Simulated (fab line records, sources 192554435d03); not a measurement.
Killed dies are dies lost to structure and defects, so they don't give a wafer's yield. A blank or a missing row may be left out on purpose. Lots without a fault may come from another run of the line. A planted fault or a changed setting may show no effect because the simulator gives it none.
Chamber matching | flow n5_finfet | N5_BEOL_M4_CMP_52 on cmp-01: 4 sister chambers
The step polishes, stops on SiOC, t overpolish 6.8 s, target thk 40 nm. 4 wafers are shown with their chamber, then 9 later ones without.

WAFERS WITH THEIR CHAMBER
wafer  | chamber | motor_current_A (A)
L082.1 | 0       | 7.0
L082.6 | 2       | 6.6
L085.3 | 1       | 5.5
L085.5 | 3       | 5.6

WAFERS WITHOUT THEIR CHAMBER
wafer  | motor_current_A (A)
L093.1 | 5.3
L093.5 | 6.4
L093.6 | 5.3
L094.2 | 5.2
L094.4 | 6.6
L094.6 | 5.3
L097.2 | 5.3
L097.3 | 7.2
L097.4 | 5.4

WHICH CHAMBER EACH WENT THROUGH
wafer  | from the rows above     | in truth
L093.1 | can't be placed: 1 or 3 | 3
L093.5 | 2                       | 2
L093.6 | can't be placed: 1 or 3 | 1
L094.2 | can't be placed: 1 or 3 | 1
L094.4 | 2                       | 2
L094.6 | can't be placed: 1 or 3 | 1
L097.2 | can't be placed: 1 or 3 | 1
L097.3 | 0                       | 0
L097.4 | can't be placed: 1 or 3 | 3
Placed correctly: 3 of 9. Can't be placed from these rows: 6 (the true chamber is among the candidates in 6). Placed wrongly: 0.
How it was worked out, from the rows above alone: a wafer's distance from a chamber is the root of the sum, over the readings, of the square of ((its reading less the chamber's mean) divided by the reading's scatter). The wafer belongs to the nearest chamber; if the next one is less than 2 further off, it can't be placed. A chamber's mean is the mean of its shown wafers. The scatter: with one shown wafer a chamber, the root of the mean of the squares of how far each hidden wafer lies from its nearest shown one.
